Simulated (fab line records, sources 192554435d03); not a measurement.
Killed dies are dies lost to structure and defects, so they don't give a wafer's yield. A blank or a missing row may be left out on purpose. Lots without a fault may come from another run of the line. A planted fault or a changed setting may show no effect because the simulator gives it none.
fab line records | flow n5_finfet | part 2 of 2: steps 5 to 6 of 6
record lots=24 wafers=72 last_day=18
route steps=1938 shown BEOL_M10@1491 BEOL_M11@1556
lots that met no fault: from a run of the same line without faults
start_h: hours from the record's first day to the start of the lot's first wafer shown | wait_h: hours since the lot's step before | " the same as in the row above | L1.1+2: a row that stands for several wafers | - no value, or no start given | * or withheld: withheld | < > ~ a bound
route shown NAME@n: a module of which the file shows steps, and the number in the route of the first | usual: mean/standard deviation of fault-free wafers | same: alike in all rows | chamber/n: place in a boat | sites: the reading at each site | _std_site: their standard deviation | _edge_site: outer sites' mean less inner sites' | radius_mm: how far each site lies from the wafer's centre | mask NAME#n: copy n | behind: the tool/chamber that last shaped the wafer | hold: why the lot was held/for how many hours/how that ended | device: the transistor (n, p or np) that didn't switch | end of line: the same wafers' tests at the end of the route | a step without rows: its recipe alone | killed: dies lost to structure and defects at the first sort, not the wafer's yield | map: a wafer's dies, x killed, . not, _ none there
set.NAME: the setting as run; set.NAME@STEP: as run at that earlier step | model.NAME: the simulator's own value behind a step, which no gauge read
steps of the route over a sample of lots; a table a step, a row a wafer
services: from which hour (start_h, from the record's first day; less than 0 if before it) a tool's chamber was out of use, for how many hours, and why
## steps
# step N5_BEOL_M10_PRE_CLEAN_45
# recipe gas=H2/He time_s=30 temp_c=250
# usual heater_power_w=329/23 susceptor_temp_C=250.01/0.18
# columns lot.wafer tool chamber start_h wait_h heater_power_w susceptor_temp_C
L074.2 pvd_sputter-01 - 235.81 0.0 313 249.93
L074.5 " - " " 344 250.28
L074.6 " - " " 311 250.27
L076.3 pvd_sputter-03 - 249.21 0.0 310 250.07
L076.5 " - " " 313 249.73
L076.6 " - " " 304 250.05
L075.1 pvd_sputter-03 - 250.05 0.0 378 250.01
L075.2 " - " " 322 250.10
L075.6 " - " " 305 250.20
L077.1 pvd_sputter-03 - 250.13 0.0 370 250.14
L077.3 " - " " 302 250.17
L077.6 " - " " 308 249.93
L080.3 pvd_sputter-03 - 253.55 0.0 382 249.93
L080.4 " - " " 320 250.06
L080.5 " - " " 297 249.92
L078.1 pvd_sputter-03 - 254.09 0.0 383 249.94
L078.2 " - " " 316 249.98
L078.6 " - " " 302 250.07
L079.1 pvd_sputter-01 - 254.85 0.0 360 249.92
L079.4 " - " " 313 250.01
L079.5 " - " " 353 249.71
L081.1 pvd_sputter-01 - 278.15 0.0 320 250.12
L081.2 " - " " 330 250.08
L081.5 " - " " 316 250.31
L084.1 pvd_sputter-01 - 285.25 0.0 327 250.11
L084.3 " - " " 311 249.88
L084.5 " - " " 321 249.73
L082.2 pvd_sputter-02 - 285.90 0.0 330 250.16
L082.5 " - " " 369 250.18
L082.6 " - " " 331 250.12
L083.2 pvd_sputter-03 - 286.02 0.0 323 250.21
L083.4 " - " " 307 250.12
L083.6 " - " " 323 249.83
L086.3 pvd_sputter-03 - 313.81 0.0 304 250.10
L086.5 " - " " 316 250.02
L086.6 " - " " 311 250.25
L087.2 pvd_sputter-03 - 317.11 0.0 322 250.07
L087.4 " - " " 372 249.95
L087.5 " - " " 302 250.34
L088.2 pvd_sputter-02 - 319.78 0.0 335 250.15
L088.3 " - " " 378 249.92
L088.6 " - " " 378 249.89
L085.3 pvd_sputter-02 - 320.26 0.0 329 249.92
L085.4 " - " " 374 249.79
L085.5 " - " " 375 249.88
L090.1 pvd_sputter-02 - 323.19 0.0 337 249.93
L090.2 " - " " 378 250.10
L090.3 " - " " 342 250.22
L092.2 pvd_sputter-01 - 331.04 0.0 355 250.01
L092.4 " - " " 325 250.06
L092.5 " - " " 342 250.04
L089.1 pvd_sputter-02 - 333.34 0.0 348 249.60
L089.3 " - " " 378 250.12
L089.4 " - " " 328 250.16
L091.2 pvd_sputter-01 - 341.24 0.0 321 249.82
L091.4 " - " " 320 249.80
L091.6 " - " " 331 249.54
L094.3 pvd_sputter-01 - 355.83 0.0 319 250.05
L094.4 " - " " 310 250.10
L094.6 " - " " 314 250.18
L095.4 pvd_sputter-01 - 355.91 0.0 310 249.95
L095.5 " - " " 318 250.08
L095.6 " - " " 315 250.01
L093.2 pvd_sputter-01 - 356.53 0.0 313 250.05
L093.3 " - " " 307 250.02
L093.4 " - " " 343 250.14
L096.2 pvd_sputter-01 - 372.77 0.0 346 250.10
L096.3 " - " " 318 249.88
L096.5 " - " " 330 250.24
L097.1 pvd_sputter-03 - 390.86 0.0 309 250.00
L097.4 " - " " 323 249.79
L097.5 " - " " 315 249.68
# step N5_BEOL_M11_STRIP_67
# recipe chemistry=CF4 resist=SiARC power_w=300 bias_power_w=75 pressure_mtorr=50 cf4_flow_sccm=150 rf_frequency_hz=6e+07
# usual drypump_motor_current_A=5.8/0.53 oes_product_au=0.79/0.092 rf_vpp_V=270.8/1.3 showerhead_plenum_p_Torr=1.78/0.051 throttle_valve_pct=13.49/0.28
# columns lot.wafer tool chamber start_h wait_h drypump_motor_current_A oes_product_au rf_hours_counter_h rf_vpp_V showerhead_plenum_p_Torr throttle_valve_pct
L074.2 rie_diel-03 2 242.22 0.0 5.6 0.72 221 270.1 1.77 13.89
L074.5 " 1 " " 6.3 0.69 - 271.2 1.84 13.52
L074.6 " 3 " " 5.8 0.76 - 271.7 1.80 13.37
L076.3 rie_diel-04 0 253.96 0.0 5.8 0.73 153 268.9 1.66 13.64
L076.5 " 1 " " 5.3 0.81 - 269.8 1.74 13.26
L076.6 " 2 " " 5.2 0.74 - 272.9 1.78 13.29
L075.1 rie_diel-02 2 254.11 0.0 4.7 0.89 24 271.4 1.84 13.41
L075.2 " 1 " " 6.6 0.69 224 272.9 1.84 13.90
L075.6 " 2 " " 4.7 0.89 - 272.3 1.84 13.41
L077.1 rie_diel-03 1 254.40 0.0 6.3 0.69 247 272.4 1.84 13.50
L077.3 " 2 " " 5.6 0.73 227 269.4 1.77 13.90
L077.6 " 3 " " 5.8 0.76 - 270.8 1.80 13.39
L080.3 rie_diel-02 3 257.35 0.0 6.6 0.83 70 271.3 1.75 13.19
L080.4 " 1 " " 6.6 0.69 225 271.8 1.84 13.89
L080.5 " 1 " " 6.6 0.69 - 272.8 1.84 13.89
L078.1 rie_diel-03 1 259.31 0.0 6.3 0.68 248 271.4 1.84 13.53
L078.2 " 2 " " 5.6 0.72 228 269.9 1.77 13.92
L078.6 " 0 " " 5.1 0.97 - 271.3 1.77 13.41
L079.1 rie_diel-04 3 259.67 0.0 6.3 0.71 227 270.9 1.78 13.67
L079.4 " 2 " " 5.2 0.75 172 270.3 1.78 13.26
L079.5 " 1 " " 5.3 0.82 - 270.0 1.74 13.27
L081.1 rie_diel-04 0 284.65 0.0 5.9 0.73 161 267.6 1.66 13.65
L081.2 " 2 " " 5.2 0.73 180 271.2 1.77 13.30
L081.5 " 0 " " 5.9 0.72 - 268.2 1.66 13.68
L084.1 rie_diel-04 0 289.87 0.0 5.9 0.72 164 267.7 1.66 13.67
L084.3 " 2 " " 5.1 0.73 181 270.9 1.77 13.31
L084.5 " 0 " " 5.9 0.72 - 268.4 1.66 13.66
L082.2 rie_diel-03 2 290.88 0.0 5.6 0.72 235 269.5 1.77 13.93
L082.5 " 2 " " 5.6 0.71 - 271.5 1.77 13.91
L082.6 " 1 " " 6.3 0.95 - 272.0 1.84 12.95
L083.2 rie_diel-04 1 291.88 0.0 5.3 0.80 117 270.2 1.73 13.28
L083.4 " 2 " " 5.2 0.73 182 271.5 1.77 13.33
L083.6 " 0 " " 5.9 0.73 - 267.4 1.66 13.65
L086.3 rie_diel-04 2 321.19 0.0 5.1 0.74 190 271.3 1.77 13.31
L086.5 " 1 " " 5.3 0.79 - 269.6 1.73 13.31
L086.6 " 2 " " 5.2 0.72 - 270.2 1.77 13.32
L087.2 rie_diel-02 3 325.48 0.0 6.6 0.81 93 271.5 1.74 13.22
L087.4 " 2 " " 4.7 0.85 46 271.8 1.83 13.46
L087.5 " 1 " " 6.6 0.67 - 272.0 1.84 13.93
L088.2 rie_diel-03 2 325.92 0.0 5.6 0.71 246 268.8 1.77 13.94
L088.3 " 3 " " 5.8 0.74 138 271.0 1.80 13.45
L088.6 " 3 " " 5.8 0.74 - 270.9 1.80 13.44
L085.3 rie_diel-04 0 328.72 0.0 5.9 0.72 173 268.2 1.66 13.67
L085.4 " 1 " " 5.3 0.78 128 270.5 1.73 13.31
L085.5 " 1 " " 5.3 0.79 - 269.6 1.73 13.33
L090.1 rie_diel-02 1 329.26 0.0 6.6 0.67 249 271.4 1.84 13.94
L090.2 " 2 " " 4.7 0.85 47 272.2 1.83 13.45
L090.3 " 0 " " 5.8 0.94 12 271.1 1.85 13.75
L092.2 rie_diel-03 1 338.11 0.0 6.3 0.89 19 271.4 1.83 13.01
L092.4 " 2 " " 5.6 0.71 - 268.3 1.77 13.94
L092.5 " 3 " " 5.8 0.74 - 271.0 1.80 13.45
L089.1 rie_diel-03 2 339.10 0.0 5.6 0.71 252 270.9 1.77 13.96
L089.3 " 3 " " 5.8 0.74 143 271.6 1.80 13.44
L089.4 " 1 " " 6.3 0.89 - 272.8 1.83 13.01
L091.2 rie_diel-03 3 348.95 0.0 5.8 0.73 148 270.0 1.79 13.47
L091.4 " 0 " " 5.1 0.90 - 269.3 1.77 13.45
L091.6 " 1 " " 6.3 0.88 - 272.3 1.83 13.01
L095.4 rie_diel-02 1 361.46 0.0 6.6 0.95 4 270.9 1.83 13.39
L095.5 " 0 " " 5.8 0.91 - 271.4 1.85 13.78
L095.6 " 1 " " 6.6 0.96 - 273.1 1.83 13.40
L094.3 rie_diel-02 1 361.75 0.0 6.6 0.95 4 271.5 1.83 13.41
L094.4 " 0 " " 5.8 0.91 23 271.6 1.85 13.78
L094.6 " 1 " " 6.5 0.95 - 271.1 1.83 13.39
L093.2 rie_diel-03 1 362.84 0.0 6.3 0.88 29 271.1 1.83 13.03
L093.3 " 0 " " 5.1 0.90 22 271.3 1.77 13.47
L093.4 " 3 " " 5.8 0.73 153 271.3 1.79 13.47
L096.2 rie_diel-03 3 377.15 0.0 5.8 0.73 157 270.2 1.79 13.50
L096.3 " 1 " " 6.3 0.87 34 271.4 1.83 13.03
L096.5 " 3 " " 5.8 0.72 - 274.0 1.79 13.47
L097.1 rie_diel-04 1 395.45 0.0 5.3 0.77 151 271.1 1.72 13.37
L097.4 " 2 " " 5.1 0.70 216 270.4 1.77 13.39
L097.5 " 2 " " 5.1 0.70 - 270.1 1.76 13.40
## services
# columns tool chamber start_h hours kind
rie_diel-04 1 209.51 16.5 repair
rie_diel-06 - 210.01 4.8 repair
rie_diel-06 1 216.20 8.8 repair
rie_diel-06 2 216.94 4.0 repair
rie_metal-03 0 219.50 2.8 repair
rie_diel-06 0 227.20 14.4 repair
rie_diel-05 - 236.83 0.2 repair
rie_diel-02 0 238.33 5.8 repair
rie_diel-06 2 241.76 6.5 repair
rie_diel-01 1 255.42 3.4 repair
rie_diel-01 2 270.68 4.7 repair
rie_diel-03 - 271.55 14.6 pm
rie_diel-05 - 273.86 14.6 pm
rie_diel-05 3 314.94 11.0 repair
rie_diel-03 0 318.78 21.1 repair
rie_diel-04 0 319.25 5.6 repair
rie_diel-06 3 333.55 2.8 repair
rie_diel-06 - 334.62 0.7 repair
rie_diel-05 1 355.36 13.1 repair
pvd_sputter-02 - 357.48 4.6 repair
rie_diel-01 2 393.89 - clean
rie_diel-01 2 393.89 - consumable_replace:focus_ring
rie_diel-01 2 393.89 18.1 scheduled_down
rie_diel-01 2 393.89 18.1 vent_cycle
